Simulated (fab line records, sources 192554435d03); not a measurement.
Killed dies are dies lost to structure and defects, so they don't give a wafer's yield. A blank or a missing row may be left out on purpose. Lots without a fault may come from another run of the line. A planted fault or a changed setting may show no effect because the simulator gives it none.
Which tool did it? | flow n5_finfet | 10 lots, 30 wafers sampled, at 4 steps of a route of 1938

WHAT THE GAUGES READ, wafer by wafer
N5_BEOL_M6_OCD_MEAS_38.
lot  | measured     | on     | trench_depth_nm (nm)
L791 | day 8 09:34  | ocd-01 | 92.9 94.2 92.3
L793 | day 9 00:54  | ocd-02 | 94.6 95.0 95.4
L795 | day 9 04:07  | ocd-02 | 94.3 94.1 93.8
L797 | day 9 22:04  | ocd-02 | 95.3 95.6 93.7
L798 | day 10 12:19 | ocd-01 | 95.9 92.3 92.1
L800 | day 11 11:55 | ocd-01 | 94.8 93.5 95.1
L801 | day 11 17:05 | ocd-01 | 95.2 95.5 94.3
L807 | day 12 09:38 | ocd-02 | 94.9 91.8 91.7
L811 | day 13 13:30 | ocd-01 | 94.6 96.8 95.3
L809 | day 13 13:34 | ocd-02 | 94.7 96.1 96.6

WHICH TOOL RAN EACH LOT (tool, then ch and the chambers of the sampled wafers, then the start)
lot  | N5_BEOL_M6_DESCUM_33               | N5_BEOL_M6_ETCH_66                 | N5_BEOL_M6_STRIP_80
L791 | rie_diel-04 ch 1,2,3, day 8 09:09  | rie_diel-04 ch 1,2,3, day 8 09:14  | rie_diel-04 ch 1,2,3, day 8 09:34 or earlier
L793 | rie_diel-01 ch 1,2, day 9 00:28    | rie_diel-01 ch 1,2, day 9 00:33    | rie_diel-01 ch 1,2, day 9 00:54 or earlier
L795 | rie_diel-03 ch 0,2, day 9 03:41    | rie_diel-03 ch 0,2, day 9 03:46    | rie_diel-03 ch 0,2, day 9 04:07 or earlier
L797 | rie_diel-03 ch 0,2,3, day 9 21:39  | rie_diel-03 ch 0,2,3, day 9 21:44  | rie_diel-03 ch 0,2,3, day 9 22:04 or earlier
L798 | rie_diel-03 ch 0,1,3, day 10 11:53 | rie_diel-03 ch 0,1,3, day 10 11:58 | rie_diel-03 ch 0,1,3, day 10 12:19 or earlier
L800 | rie_diel-03 ch 0,2,3, day 11 11:29 | rie_diel-03 ch 0,2,3, day 11 11:34 | rie_diel-03 ch 0,2,3, day 11 11:55 or earlier
L801 | rie_diel-01 ch 0,2,3, day 11 16:39 | rie_diel-01 ch 0,2,3, day 11 16:44 | rie_diel-01 ch 0,2,3, day 11 17:05 or earlier
L807 | rie_diel-03 ch 1,2, day 12 09:13   | rie_diel-03 ch 1,2, day 12 09:18   | rie_diel-03 ch 1,2, day 12 09:38 or earlier
L811 | rie_diel-01 ch 1,2, day 13 13:04   | rie_diel-01 ch 1,2, day 13 13:09   | rie_diel-01 ch 1,2, day 13 13:30 or earlier
L809 | rie_diel-03 ch 2,3, day 13 13:08   | rie_diel-03 ch 2,3, day 13 13:13   | rie_diel-03 ch 2,3, day 13 13:34 or earlier
- N5_BEOL_M6_DESCUM_33: chemistry O2, time 7 s.
- N5_BEOL_M6_ETCH_66: etches SOC in N2/H2, target depth 80 nm, overetch 16 nm, time 120 s.
- N5_BEOL_M6_STRIP_80: strips in N2/H2, time 10 s.

THE ANSWER, worked out from the rows above alone
Rule: what is usual is taken from the lots themselves. Put in order of their means at a reading, lots are off if they are a third of the lots or fewer, leave a main group of 4 or more, and stand apart from it by a gap of 3 or more times the standard deviation of the main group's means; of several such gaps the widest counts. A main group whose means are all the same, to the digits that the tables above print for the reading, isn't used. A lot without any number at a reading at which 4 lots or more have one is off too. The other lots that the step has rows for count as sound.
No lot is off at any reading shown: from this, nothing can be told.

WHAT THE SIMULATOR HAD PUT IN
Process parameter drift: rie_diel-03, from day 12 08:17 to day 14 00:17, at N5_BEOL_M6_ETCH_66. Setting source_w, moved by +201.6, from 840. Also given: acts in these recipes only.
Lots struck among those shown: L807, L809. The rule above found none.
